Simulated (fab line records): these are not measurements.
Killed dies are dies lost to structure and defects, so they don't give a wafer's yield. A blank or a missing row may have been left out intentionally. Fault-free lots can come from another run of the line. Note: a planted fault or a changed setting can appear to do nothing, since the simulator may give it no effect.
fab line records	flow n5-finfet
record lots=7	wafers=39
route steps=1938 shown BEOL_M12@1602 BEOL_M14@1751
start-h: hours from the record's opening day to when the first of the lot's shown wafers began	wait-h: time in hours since the lot's previous step	" same as the row above	L1.1+2: a single row standing in for several wafers	- no value, or no start was given	* or withheld: withheld	< > ~ a bound
route shown NAME@n: NAME is a module with steps in the file, n the number in the route of the first one	usual: average and standard deviation across the fault-free wafers	same: alike in all rows	chamber/n: place in a boat	sites: readings site by site	_std_site: the values' standard deviation	_edge_site: mean of outer sites minus mean of inner sites	radius-mm: how far each site lies from the wafer's centre	mask NAME#n: copy n	behind: the tool/chamber that last shaped the wafer	hold: reason for holding the lot/hours on hold/outcome of the hold	device: the n, p or np transistor that did not switch	end of line: tests run on the same wafers once the route is complete	a step without rows: its recipe alone	killed: the dies lost at the first sort to structure and to defects; this is not the yield of the wafer	map: dies across one wafer; x = killed, . = not, _ = none there
set.NAME: the setting as run; set.NAME@STEP: as run at that earlier step	model.NAME: the simulator's own value behind a step, which no gauge read
lots with deliberately changed settings; one table per step, one row per wafer
## steps
# step N5_BEOL_M12_ILD_DEP_00
# recipe material=SiOC	target-thk-a=6589.2	temp-c=350	precursor=DEMS/O2	pressure-torr=5	rf-w=500	time-s=130.7
lot.wafer	tool	chamber	start-h	wait-h	set.time-s	model.SiOC_of_BEOL_M12_ILD_DEP_00.thk-nm
L075.1	pecvd-02	2	250.15	0.0	201.7	1009
L075.2	"	0	"	"	130.7	656.4
L075.3	"	1	"	"	130.7	652
L075.4	"	2	"	"	201.7	1027
L075.5	"	0	"	"	130.7	664.2
L075.6	"	1	"	"	201.7	1015
L077.1	pecvd-02	2	263.74	0.0	130.7	663.8
L077.2	"	1	"	"	130.7	660
L077.5	"	2	"	"	130.7	673
L082.1	pecvd-03	0	287.37	0.0	91.22	459.6
L082.2	"	1	"	"	130.7	643
L082.3	"	2	"	"	91.22	451.6
L082.4	"	2	"	"	130.7	656.8
L082.5	"	0	"	"	91.22	462.2
L082.6	"	1	"	"	130.7	654.4
L085.1	pecvd-03	0	295.48	0.0	95.13	487.4
L085.2	"	1	"	"	130.7	648.6
L085.3	"	2	"	"	95.13	482.8
L085.4	"	0	"	"	130.7	667.4
L085.5	"	2	"	"	130.7	672.4
L085.6	"	1	"	"	95.13	477.2
L081.1	pecvd-02	2	295.84	0.0	130.7	655.8
L081.2	"	0	"	"	130.7	661
L081.3	"	1	"	"	130.7	651.8
L081.4	"	0	"	"	130.7	665.4
L081.5	"	1	"	"	130.7	672.4
L081.6	"	2	"	"	130.7	663.8
L087.1	pecvd-02	0	309.76	0.0	161.6	811.8
L087.2	"	1	"	"	130.7	663.6
L087.3	"	2	"	"	161.6	817.8
L087.4	"	2	"	"	130.7	666.2
L087.5	"	0	"	"	161.6	823.6
L087.6	"	1	"	"	130.7	666
L093.1	pecvd-01	2	353.56	0.0	130.7	656.2
L093.2	"	1	"	"	130.7	659.2
L093.3	"	0	"	"	130.7	655.4
L093.4	"	0	"	"	130.7	669.8
L093.5	"	1	"	"	130.7	669.2
L093.6	"	2	"	"	130.7	669
# step N5_BEOL_M12_THK_MEAS_01
# recipe reads=SiOC_of_BEOL_M12_ILD_DEP_00
# usual M12_ILD_THK=659/8.2
lot.wafer	tool	chamber	start-h	wait-h	set.time-s@BEOL_M12_ILD_DEP_00	M12_ILD_THK[nm]
L075.1	film-metro-02	-	250.28	0.1	201.7	1008
L075.2	"	-	"	"	130.7	656
L075.3	"	-	"	"	130.7	652
L075.4	"	-	"	"	201.7	1029
L075.5	"	-	"	"	130.7	664
L075.6	"	-	"	"	201.7	1015
L077.1	film-metro-02	-	263.88	0.1	130.7	664
L077.2	"	-	"	"	130.7	660
L077.5	"	-	"	"	130.7	673
L082.1	film-metro-01	-	287.50	0.1	91.22	459
L082.2	"	-	"	"	130.7	643
L082.3	"	-	"	"	91.22	452
L082.4	"	-	"	"	130.7	657
L082.5	"	-	"	"	91.22	462
L082.6	"	-	"	"	130.7	654
L085.1	film-metro-01	-	295.61	0.1	95.13	487
L085.2	"	-	"	"	130.7	649
L085.3	"	-	"	"	95.13	483
L085.4	"	-	"	"	130.7	668
L085.5	"	-	"	"	130.7	672
L085.6	"	-	"	"	95.13	477
L081.1	film-metro-01	-	295.98	0.1	130.7	656
L081.2	"	-	"	"	130.7	661
L081.3	"	-	"	"	130.7	651
L081.4	"	-	"	"	130.7	666
L081.5	"	-	"	"	130.7	673
L081.6	"	-	"	"	130.7	663
L087.1	film-metro-02	-	309.89	0.1	161.6	812
L087.2	"	-	"	"	130.7	664
L087.3	"	-	"	"	161.6	818
L087.4	"	-	"	"	130.7	666
L087.5	"	-	"	"	161.6	824
L087.6	"	-	"	"	130.7	666
L093.1	film-metro-02	-	353.70	0.1	130.7	656
L093.2	"	-	"	"	130.7	659
L093.3	"	-	"	"	130.7	655
L093.4	"	-	"	"	130.7	670
L093.5	"	-	"	"	130.7	670
L093.6	"	-	"	"	130.7	669
# step N5_BEOL_M12_COAT_58
# recipe resist=BARC	temp-c=205	time-s=60	spin-rpm=1500	resist-thk-nm=89
# step N5_BEOL_M12_COAT_04
# recipe spin-rpm=1625	resist-thk-nm=400
# step N5_BEOL_M12_DESCUM_15
# recipe chemistry=O2	time-s=7.9	source-power-w=50	bias-power-w=20	pressure-mtorr=20	rf-frequency-hz=2.712e+07	temp-c=40	o2-flow-sccm=225
# step N5_BEOL_M12_ETCH_59
# recipe chemistry=N2/H2	target=BARC	target-depth-a=890	overetch-a=267	time-s=67.9	ion-energy-ev=200	pressure-mtorr=30	source-w=840	bias-w=150	n2-flow-sccm=200	h2-flow-sccm=200
# step N5_BEOL_M12_VIA_ETCH_16
# recipe chemistry=C4F8/O2/Ar	target=SiOC	pressure-mtorr=30	source-w=3000	bias-w=700	Ar_flow_sccm=400	C4F8_flow_sccm=15	O2_flow_sccm=8	he-inner-torr=15	he-outer-torr=30	target-depth-a=7248	time-s=withheld	ion-energy-ev=250	ends=cleared
lot.wafer	tool	chamber	start-h	wait-h	set.time-s@BEOL_M12_ILD_DEP_00	model.etch.depth-nm	model.coat_of_BEOL_M12_COAT_04.thk-nm
L075.1	rie-diel-06	0	250.87	0.1	*	1009	19.4
L075.2	"	1	"	"	*	656.4	123.8
L075.3	"	0	"	"	*	652	124.2
L075.4	"	1	"	"	*	1027	14.6
L075.5	"	0	"	"	*	664.3	120.4
L075.6	"	1	"	"	*	1015	18.4
L077.1	rie-diel-06	1	264.65	0.0	*	663.7	120.4
L077.2	"	2	"	"	*	660.1	122
L077.5	"	0	"	"	*	673	118.4
L082.1	rie-diel-01	0	288.31	0.0	*	459.6	183.4
L082.2	"	1	"	"	*	643	126.8
L082.3	"	2	"	"	*	451.5	181.6
L082.4	"	3	"	"	*	656.9	123.8
L082.5	"	0	"	"	*	462.1	181
L082.6	"	3	"	"	*	654.4	125.2
L085.1	rie-diel-05	0	296.11	0.0	*	487.4	176.2
L085.2	"	2	"	"	*	648.6	126.6
L085.3	"	1	"	"	*	482.7	177
L085.4	"	3	"	"	*	667.4	122.8
L085.5	"	0	"	"	*	672.3	122.2
L085.6	"	3	"	"	*	477.1	178
L081.1	rie-diel-01	3	296.49	0.0	*	655.9	124.4
L081.2	"	2	"	"	*	660.9	119
L081.3	"	1	"	"	*	651.9	124.2
L081.4	"	0	"	"	*	665.4	120
L081.5	"	3	"	"	*	672.4	119.6
L081.6	"	0	"	"	*	663.9	119.6
L087.1	rie-diel-06	0	310.49	0.0	*	811.8	77
L087.2	"	3	"	"	*	663.5	122.4
L087.3	"	2	"	"	*	817.7	78.2
L087.4	"	1	"	"	*	666.2	121
L087.5	"	0	"	"	*	823.7	72.8
L087.6	"	1	"	"	*	666.1	122
L093.1	rie-diel-01	3	354.76	0.0	*	656.2	127.4
L093.2	"	0	"	"	*	659.3	125.8
L093.3	"	2	"	"	*	655.3	123.2
L093.4	"	1	"	"	*	669.8	123.2
L093.5	"	1	"	"	*	669.2	123.2
L093.6	"	0	"	"	*	668.9	121.4
# step N5_BEOL_M12_STRIP_63
# recipe chemistry=N2/H2	power-w=1000	temp-c=250	h2-frac=0.65	overash-fraction=0.3	pressure-mtorr=1000	n2-flow-sccm=1750	h2-flow-sccm=3250
# usual oes-product-au=0.694/0.0045	strip-time-to-endpoint-s=42.6/0.77
lot.wafer	tool	chamber	start-h	wait-h	set.time-s@BEOL_M12_ILD_DEP_00	oes-product-au	strip-time-to-endpoint-s
L075.1	plasma-asher-02	1	251.16	-	201.7	0.553	11.2
L075.2	"	0	"	"	130.7	0.696	42.7
L075.3	"	0	"	"	130.7	0.697	42.8
L075.4	"	1	"	"	201.7	0.476	9.4
L075.5	"	1	"	"	130.7	0.687	41.8
L075.6	"	0	"	"	201.7	0.532	10.9
L077.1	plasma-asher-02	1	264.85	-	130.7	0.691	41.8
L077.2	"	0	"	"	130.7	0.689	42.2
L077.5	"	1	"	"	130.7	0.695	41.2
L082.1	plasma-asher-01	0	288.51	-	91.22	0.740	58.4
L082.2	"	1	"	"	130.7	0.698	43.5
L082.3	"	0	"	"	91.22	0.730	57.9
L082.4	"	1	"	"	130.7	0.696	42.7
L082.5	"	1	"	"	91.22	0.733	57.7
L082.6	"	0	"	"	130.7	0.700	43.1
L085.1	plasma-asher-02	0	296.39	-	95.13	0.716	56.5
L085.2	"	1	"	"	130.7	0.698	43.5
L085.3	"	1	"	"	95.13	0.717	56.7
L085.4	"	0	"	"	130.7	0.699	42.4
L085.5	"	1	"	"	130.7	0.692	42.3
L085.6	"	0	"	"	95.13	0.718	57.0
L081.1	plasma-asher-02	1	296.81	-	130.7	0.689	42.9
L081.2	"	0	"	"	130.7	0.693	41.4
L081.3	"	1	"	"	130.7	0.696	42.8
L081.4	"	0	"	"	130.7	0.685	41.7
L081.5	"	0	"	"	130.7	0.688	41.6
L081.6	"	1	"	"	130.7	0.695	41.6
L087.1	plasma-asher-01	1	310.69	-	161.6	0.679	29.7
L087.2	"	0	"	"	130.7	0.699	42.3
L087.3	"	0	"	"	161.6	0.686	30.1
L087.4	"	1	"	"	130.7	0.687	42.0
L087.5	"	0	"	"	161.6	0.675	28.5
L087.6	"	1	"	"	130.7	0.696	42.2
L093.1	plasma-asher-01	1	354.96	-	130.7	0.695	43.7
L093.2	"	0	"	"	130.7	0.687	43.2
L093.3	"	0	"	"	130.7	0.695	42.6
L093.4	"	1	"	"	130.7	0.687	42.5
L093.5	"	0	"	"	130.7	0.698	42.5
L093.6	"	1	"	"	130.7	0.692	42.1
# step N5_BEOL_M14_ETCH_68
# recipe chemistry=N2/H2	target=SOC	mask-material=SiARC	source-w=3000	bias-w=350	temp-c=40	time-s=450	ion-energy-ev=200	pressure-mtorr=30	n2-flow-sccm=200	h2-flow-sccm=200
lot.wafer	tool	chamber	start-h	wait-h	set.time-s	model.SiARC_of_BEOL_M14_COAT_66.thk-nm
L075.1+6	rie-diel-05	2	265.70	0.1	450	65
L075.2+3	"	0,3	"	"	183.6	91.6
L075.4	"	1	"	"	183.6	91.8
L075.5	"	3	"	"	450	65.8
L077.1+2	rie-diel-01	3,2	277.89	0.1	450	65
L077.5	"	1	"	"	450	65.4
L082.1+3	rie-diel-06	0,2	305.23	0.1	450	65.4
L082.2	"	3	"	"	656.4	43.6
L082.4	"	1	"	"	656.4	44.6
L082.5	"	0	"	"	656.4	45.2
L082.6	"	3	"	"	450	65
L085.1	rie-diel-05	2	308.32	0.1	450	64
L085.2	"	1	"	"	450	65.2
L085.3	"	3	"	"	450	65.4
L085.4	"	0	"	"	450	65.6
L085.5	"	3	"	"	450	66
L085.6	"	2	"	"	450	64.2
L081.1	rie-diel-05	2	310.74	0.1	450	64
L081.2	"	1	"	"	616.1	48.4
L081.3	"	0	"	"	450	65
L081.4	"	3	"	"	616.1	49.4
L081.5	"	3	"	"	616.1	49.2
L081.6	"	2	"	"	450	63.6
L087.1+6	rie-diel-01	3,0	322.00	0.1	210.2	89
L087.2	"	1	"	"	450	65.6
L087.3	"	2	"	"	210.2	89.4
L087.4	"	0	"	"	450	65.2
L087.5	"	1	"	"	450	65.4
L093.1	rie-diel-05	0	365.24	0.1	613.3	49
L093.2+6	"	2	"	"	450	64.6
L093.3	"	1	"	"	450	65.4
L093.4	"	3	"	"	613.3	48.6
L093.5	"	1	"	"	613.3	49.8
## key
split step=N5_BEOL_M12_ILD_DEP_00	setting=time-s	stated=130.7	by=wafer
response step=N5_BEOL_M12_ILD_DEP_00	reading=model.SiOC_of_BEOL_M12_ILD_DEP_00.thk-nm	change=+6.56	per=1%	r=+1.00
response step=N5_BEOL_M12_THK_MEAS_01	reading=M12_ILD_THK	change=+6.57	per=1%	r=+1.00
response step=N5_BEOL_M12_VIA_ETCH_16	reading=model.etch.depth-nm	change=+6.57	per=1%	r=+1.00
response step=N5_BEOL_M12_VIA_ETCH_16	reading=model.coat_of_BEOL_M12_COAT_04.thk-nm	change=-1.93	per=1%	r=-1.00
response step=N5_BEOL_M12_STRIP_63	reading=oes-product-au	change=-0.0022	per=1%	r=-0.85
response step=N5_BEOL_M12_STRIP_63	reading=strip-time-to-endpoint-s	change=*	per=1%	r=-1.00
split step=N5_BEOL_M14_ETCH_68	setting=time-s	stated=450	by=wafer
response step=N5_BEOL_M14_ETCH_68	reading=model.SiARC_of_BEOL_M14_COAT_66.thk-nm	change=-0.442	per=1%	r=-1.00
